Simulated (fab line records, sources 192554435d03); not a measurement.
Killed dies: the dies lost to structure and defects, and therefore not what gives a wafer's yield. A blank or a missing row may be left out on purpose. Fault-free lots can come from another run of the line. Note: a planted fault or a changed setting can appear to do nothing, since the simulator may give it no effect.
fab line records	flow n5Finfet
record: lots: 7	wafers: 21
route steps=1938 shown BEOL_M1@751 BEOL_M5@1123
startH: hours from the record's first day to the start of the lot's first wafer shown	waitH: hours from the lot's prior step to this one	" unchanged from the row above	L1.1+2: several wafers, shown together as one row	- either no value or no given start	* or withheld: withheld	< > ~ a bound
route shown NAME@n: a module of which the file shows steps, and the number in the route of the first	usual: average and standard deviation across the fault-free wafers	same: alike in all rows	chamber/n: place in a boat	sites: per-site readings	_std_site: standard deviation across them	_edge_site: inner sites' mean taken away from outer sites' mean	radiusMm: how far each site lies from the wafer's centre	mask NAME#n: copy n	behind: the tool/chamber that last shaped the wafer	hold: the reason the lot was held/the length of the hold in hours/how it ended	device: which transistor (n, p or np) failed to switch	end of line: the tests these same wafers got at the end of their route	a step with no rows: only its recipe	killed: at the first sort, the dies lost to defects and structure; wafer yield is something else	map: a wafer's dies, marking killed ones x, the rest . and places with no die _
set.NAME: the setting as run; set.NAME@STEP: as run at that earlier step	model.NAME: the simulator's own value behind a step, which no gauge read
lots where settings were altered on purpose, with a table for each step and a row for each wafer
== steps ==
step: N5_BEOL_M1_ILD_DEP_00
recipe: material: SiOC	targetThkA: 790	tempC: 350	precursor: DEMS/O2	pressureTorr: 5	rfW: 500	timeS: 15.3
lot.wafer	tool	chamber	startH	waitH	set.timeS	model.SiOC_of_BEOL_M1_ILD_DEP_00.thkNm
L076.2	pecvd-01	0	129.46	0.0	15.3	78.8
L076.3	"	1	"	"	13.06	68.6
L076.4	"	1	"	"	15.3	80.6
L078.1	pecvd-04	1	146.41	0.0	15.3	77.4
L078.2	"	2	"	"	15.3	79
L078.5	"	1	"	"	15.3	79.2
L079.1	pecvd-01	0	149.52	0.0	15.3	78.2
L079.3	"	1	"	"	13.36	68.8
L079.5	"	2	"	"	13.36	70.4
L080.3	pecvd-01	2	156.29	0.0	14.15	73.4
L080.5	"	1	"	"	14.15	75.6
L080.6	"	0	"	"	15.3	82.2
L085.2	pecvd-01	2	189.00	0.0	15.3	79.2
L085.4	"	1	"	"	15.3	81.6
L085.5	"	0	"	"	16.84	89
L087.1	pecvd-03	0	212.11	0.0	16.39	85.4
L087.2	"	1	"	"	15.3	79
L087.6	"	1	"	"	16.39	87
L091.1	pecvd-01	0	223.55	0.0	15.3	78.6
L091.2	"	1	"	"	15.3	78.8
L091.4	"	1	"	"	15.3	80.6
step: N5_BEOL_M1_THK_MEAS_01
recipe: reads: SiOC_of_BEOL_M1_ILD_DEP_00
usual: M1_ILD_THK: 79.8/1.2
lot.wafer	tool	chamber	startH	waitH	set.timeS@BEOL_M1_ILD_DEP_00	M1_ILD_THK[nm]
L076.2	filmMetro-02	-	129.52	0.1	15.3	79.0
L076.3	"	-	"	"	13.06	68.7
L076.4	"	-	"	"	15.3	80.6
L078.1	filmMetro-01	-	146.49	0.1	15.3	77.4
L078.2	"	-	"	"	15.3	79.1
L078.5	"	-	"	"	15.3	79.3
L079.1	filmMetro-02	-	149.59	0.0	15.3	78.2
L079.3	"	-	"	"	13.36	68.8
L079.5	"	-	"	"	13.36	70.5
L080.3	filmMetro-01	-	156.36	0.1	14.15	73.4
L080.5	"	-	"	"	14.15	75.5
L080.6	"	-	"	"	15.3	82.2
L085.2	filmMetro-01	-	189.06	0.1	15.3	79.3
L085.4	"	-	"	"	15.3	81.6
L085.5	"	-	"	"	16.84	89.0
L087.1	filmMetro-01	-	212.18	0.0	16.39	85.3
L087.2	"	-	"	"	15.3	78.9
L087.6	"	-	"	"	16.39	87.1
L091.1	filmMetro-01	-	223.61	0.0	15.3	78.6
L091.2	"	-	"	"	15.3	78.7
L091.4	"	-	"	"	15.3	80.7
step: N5_BEOL_M1_HM_DEP_02
recipe: material: TiN	targetThkA: 200	tempC: 25	chamberPressurePa: 0.49996
lot.wafer	tool	chamber	startH	waitH	set.targetThkA	model.TiN_of_BEOL_M1_HM_DEP_02.thkNm
L076.2+3	pvdSputter-01	-	129.94	0.4	200	19.6
L076.4	"	-	"	"	213.4	21
L078.1+2	pvdSputter-03	-	146.97	0.4	200	20
L078.5	"	-	"	"	200	19.8
L079.1	pvdSputter-03	-	151.21	1.6	200	19.8
L079.3	"	-	"	"	200	19.6
L079.5	"	-	"	"	200	19.4
L080.3+6	pvdSputter-03	-	158.15	1.7	200	20.6
L080.5	"	-	"	"	200	20
L085.2	pvdSputter-01	-	190.44	1.3	209.2	20.4
L085.4	"	-	"	"	200	19.4
L085.5	"	-	"	"	200	19.8
L087.1	pvdSputter-01	-	213.15	0.9	200	20.2
L087.2+6	"	-	"	"	200	19.8
L091.1	pvdSputter-01	-	225.38	1.7	210.3	21.2
L091.2	"	-	"	"	200	19.6
L091.4	"	-	"	"	200	19.8
step: N5_BEOL_M1_COAT_61
recipe: resist: SOC	tempC: 250	timeS: 60	spinRpm: 1500	resistThkNm: 60
step: N5_BEOL_M1_COAT_62
recipe: resist: SiARC	tempC: 220	timeS: 60	spinRpm: 1500	resistThkNm: 12
step: N5_BEOL_M1_STRIP_75
recipe: chemistry: N2/H2	tempC: 40	n2FlowSccm: 200	h2FlowSccm: 200	rfFrequencyHz: 6e+07
step: N5_BEOL_M1_STRIP_66
recipe: chemistry: CF4	resist: SiARC	powerW: 300	biasPowerW: 75	pressureMtorr: 50	cf4FlowSccm: 150	rfFrequencyHz: 6e+07
step: N5_BEOL_M1_HM_OPEN_17
recipe: chemistry: Cl2/BCl3	targetDepthA: 200	overetchA: 60	target: TiN	maskMaterial: SOC	ionEnergyEv: 150	pressureMtorr: 10	icpW: 1000	biasW: 126	Cl2_flow_sccm: 53.25	bcl3FlowSccm: 21.75	Ar_flow_sccm: 25
lot.wafer	tool	chamber	startH	waitH	set.targetThkA@BEOL_M1_HM_DEP_02	model.etch.depthNm
L076.2	rieMetal-01	0	131.20	0.0	200	19.62
L076.3	"	0	"	"	200	19.68
L076.4	"	1	"	"	213.4	20.99
L078.1	rieMetal-03	0	147.73	0.0	200	20.04
L078.2	"	1	"	"	200	19.96
L078.5	"	1	"	"	200	19.88
L079.1	rieMetal-01	0	152.09	0.0	200	19.84
L079.3	"	1	"	"	200	19.69
L079.5	"	0	"	"	200	19.49
L080.3+6	rieMetal-01	1,0	159.07	0.1	200	20.52
L080.5	"	1	"	"	200	20.09
L085.2	rieMetal-02	0	191.20	0.0	209.2	20.45
L085.4	"	0	"	"	200	19.41
L085.5	"	0	"	"	200	19.85
L087.1	rieMetal-02	0	214.03	0.0	200	20.11
L087.2+6	"	1	"	"	200	19.84
L091.1	rieMetal-02	0	226.14	0.0	210.3	21.3
L091.2	"	1	"	"	200	19.68
L091.4	"	1	"	"	200	19.9
step: N5_BEOL_M1_ALD_98
recipe: material: SiO2	targetThkA: 25	tempC: 100	aldPrecursorFamily: BDEAS	aldCoReactant: O2-plasma	pulseTimeS: 1	coReactantPulseTimeS: 1	purgeTimeS: 2	coReactantPurgeTimeS: 2	aldCycles: 17	pressureTorr: 2
lot.wafer	tool	chamber	startH	waitH	set.aldCycles	model.SiO2_of_BEOL_M1_ALD_98.thkNm
L076.2	aldSin-02	1	132.24	0.1	15	2.2
L076.3	"	3	"	"	17	2.6
L076.4	"	2	"	"	17	2.4
L078.1+2+5	aldSin-03	0,2,0	148.61	0.1	17	2.6
L079.1+3	aldSin-03	2,0	152.96	0.1	15	2.2
L079.5	"	0	"	"	17	2.6
L080.3+6	aldSin-01	0,2	160.13	0.1	18	2.6
L080.5	"	1	"	"	17	2.4
L085.2+5	aldSin-03	0,1	192.15	0.1	16	2.4
L085.4	"	3	"	"	17	2.4
L087.1+6	aldSin-01	3,0	214.93	0.1	15	2.2
L087.2	"	0	"	"	17	2.4
L091.1+4	aldSin-01	0	227.99	1.1	15	2.2
L091.2	"	2	"	"	17	2.4
step: N5_BEOL_M1_TRENCH_ETCH_37
recipe: chemistry: C4F6/O2	targetDepthA: 552.07	target: SiOC	timeS: 29	ionEnergyEv: 250	pressureMtorr: 30	sourceW: 355	biasW: 185	Ar_flow_sccm: 300	C4F6_flow_sccm: 10	O2_flow_sccm: 10
usual: rfVppV: 675/20
lot.wafer	tool	chamber	startH	waitH	set.biasW	set.targetThkA@BEOL_M1_HM_DEP_02	rfVppV	model.TiN_of_BEOL_M1_HM_DEP_02.thkNm
L076.2	rieDiel-06	2	-	-	185	200	695	17.4
L076.3	"	3	"	"	185	200	684	17.4
L076.4	"	2	"	"	185	213.4	695	18.8
L078.1	rieDiel-02	0	-	-	185	200	659	17.8
L078.2	"	1	"	"	185	200	719	17.6
L078.5	"	1	"	"	185	200	719	17.6
L079.1	rieDiel-03	2	-	-	185	200	689	17.6
L079.3	"	3	"	"	185	200	676	17.4
L079.5	"	1	"	"	185	200	650	17.2
L080.3	rieDiel-03	3	-	-	185	200	673	18.2
L080.5	"	2	"	"	213.7	200	774	17.6
L080.6	"	3	"	"	185	200	672	18.2
L085.2	rieDiel-06	0	-	-	185	209.2	653	18
L085.4	"	3	"	"	185	200	683	17
L085.5	"	2	"	"	185	200	695	17.6
L087.1	rieDiel-03	2	-	-	185	200	689	17.8
L087.2	"	0	"	"	185	200	686	17.4
L087.6	"	0	"	"	211.9	200	764	17.2
L091.1	rieDiel-06	3	-	-	185	210.3	682	19
L091.2	"	1	"	"	161.5	200	603	17.4
L091.4	"	0	"	"	185	200	655	17.6
step: N5_BEOL_M5_EXPOSE_08
recipe: maskId: M5	na: 0.33	sourceShape: annular	sigmaInner: 0.4	sigmaOuter: 0.8	polarization: unpolarized	targetCdNm: 28	doseMj: 35.75
lot.wafer	tool	chamber	startH	waitH	mask	set.doseMj
L076.2+4	euvScanner-01	0	178.53	-	M5#0	37.93
L076.3	"	0	"	"	M5#0	35.75
L079.1+5	euvScanner-01	0	197.49	-	M5#0	34.79
L079.3	"	0	"	"	M5#0	35.75
L078.1+2+5	euvScanner-02	0	198.64	-	M5#0	35.75
L080.3+5+6	euvScanner-02	0	210.10	-	M5#0	38.37
L085.2+4	euvScanner-02	0	241.74	-	M5#0	35.75
L085.5	"	0	"	"	M5#0	36.46
L087.1+2	euvScanner-01	0	255.03	-	M5#0	35.75
L087.6	"	0	"	"	M5#0	33.07
L091.1+2+4	euvScanner-02	0	281.61	-	M5#0	35.75
step: N5_BEOL_M5_PEB_09
recipe: pebTempC: 100	pebTimeS: 60	resist: CAR-EUV
step: N5_BEOL_M5_DEVELOP_10
recipe: developTimeS: 30	developer: TMAH	resist: CAR-EUV	rinseLiquid: surfactantRinse	dry: airSpin	devTempC: 23
step: N5_BEOL_M5_CD_MEAS_11
recipe: targetCdNm: 27.74	landingEnergyEv: 500	detector: seInlens
usual: cdNm: 27.91/0.24
lot.wafer	tool	chamber	startH	waitH	set.doseMj@BEOL_M5_EXPOSE_08	cdNm
L076.2	cdSem-03	0	178.65	-	37.93	29.79
L076.3	"	0	"	"	35.75	28.10
L076.4	"	0	"	"	37.93	29.27
L079.1	cdSem-03	0	197.61	-	34.79	27.13
L079.3	"	0	"	"	35.75	28.15
L079.5	"	0	"	"	34.79	27.52
L078.1	cdSem-02	0	198.77	-	35.75	28.41
L078.2	"	0	"	"	35.75	27.68
L078.5	"	0	"	"	35.75	27.69
L080.3	cdSem-03	0	210.22	-	38.37	29.98
L080.5	"	0	"	"	38.37	29.60
L080.6	"	0	"	"	38.37	29.13
L085.2	cdSem-03	0	241.86	-	35.75	28.21
L085.4	"	0	"	"	35.75	28.02
L085.5	"	0	"	"	36.46	28.37
L087.1	cdSem-03	0	255.16	-	35.75	27.78
L087.2	"	0	"	"	35.75	27.87
L087.6	"	0	"	"	33.07	25.77
L091.1	cdSem-02	0	281.74	-	35.75	28.17
L091.2	"	0	"	"	35.75	27.67
L091.4	"	0	"	"	35.75	27.69
step: N5_BEOL_M5_DESCUM_16
recipe: chemistry: O2	timeS: 7	sourcePowerW: 50	biasPowerW: 20	pressureMtorr: 20	rfFrequencyHz: 2.712e+07	tempC: 40	resist: CAR-EUV	o2FlowSccm: 225
lot.wafer	tool	chamber	startH	waitH	set.doseMj@BEOL_M5_EXPOSE_08	model.BEOL_M5.cdNm
L076.2	rieDiel-02	3	178.77	0.0	37.93	29.6
L076.3	"	1	"	"	35.75	28.2
L076.4	"	1	"	"	37.93	29.4
L079.1	rieDiel-03	1	197.77	0.1	34.79	27.4
L079.3	"	0	"	"	35.75	28.2
L079.5	"	1	"	"	34.79	27.6
L078.1+5	rieDiel-02	2	198.90	0.0	35.75	27.8
L078.2	"	0	"	"	35.75	28
L080.3+5	rieDiel-02	1	210.44	0.1	38.37	30
L080.6	"	2	"	"	38.37	29.8
L085.2	rieDiel-03	3	242.12	0.2	35.75	28.2
L085.4	"	2	"	"	35.75	28
L085.5	"	3	"	"	36.46	28.6
L087.1	rieDiel-06	1	255.28	0.0	35.75	28
L087.2	"	2	"	"	35.75	27.6
L087.6	"	1	"	"	33.07	26
L091.1	rieDiel-06	3	282.45	0.6	35.75	28.2
L091.2	"	0	"	"	35.75	27.6
L091.4	"	1	"	"	35.75	28
== key ==
split: step: N5_BEOL_M1_ILD_DEP_00	setting: timeS	stated: 15.3	by: wafer
response: step: N5_BEOL_M1_ILD_DEP_00	reading: model.SiOC_of_BEOL_M1_ILD_DEP_00.thkNm	change: +0.801	per: 1%	r: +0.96
response: step: N5_BEOL_M1_THK_MEAS_01	reading: M1_ILD_THK	change: +0.801	per: 1%	r: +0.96
split: step: N5_BEOL_M1_HM_DEP_02	setting: targetThkA	stated: 200	by: wafer
response: step: N5_BEOL_M1_HM_DEP_02	reading: model.TiN_of_BEOL_M1_HM_DEP_02.thkNm	change: +0.225	per: 1%	r: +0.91
response: step: N5_BEOL_M1_HM_OPEN_17	reading: model.etch.depthNm	change: +0.222	per: 1%	r: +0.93
response: step: N5_BEOL_M1_TRENCH_ETCH_37	reading: model.TiN_of_BEOL_M1_HM_DEP_02.thkNm	change: +0.22	per: 1%	r: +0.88
split: step: N5_BEOL_M1_ALD_98	setting: aldCycles	stated: 17	by: wafer
response: step: N5_BEOL_M1_ALD_98	reading: model.SiO2_of_BEOL_M1_ALD_98.thkNm	change: +0.0227	per: 1%	r: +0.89
split: step: N5_BEOL_M1_TRENCH_ETCH_37	setting: biasW	stated: 185	by: wafer
response: step: N5_BEOL_M1_TRENCH_ETCH_37	reading: rfVppV	change: +5.75	per: 1%	r: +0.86
split: step: N5_BEOL_M5_EXPOSE_08	setting: doseMj	stated: 35.75	by: wafer
response: step: N5_BEOL_M5_CD_MEAS_11	reading: cdNm	change: +0.257	per: 1%	r: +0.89
response: step: N5_BEOL_M5_DESCUM_16	reading: model.BEOL_M5.cdNm	change: +0.232	per: 1%	r: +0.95
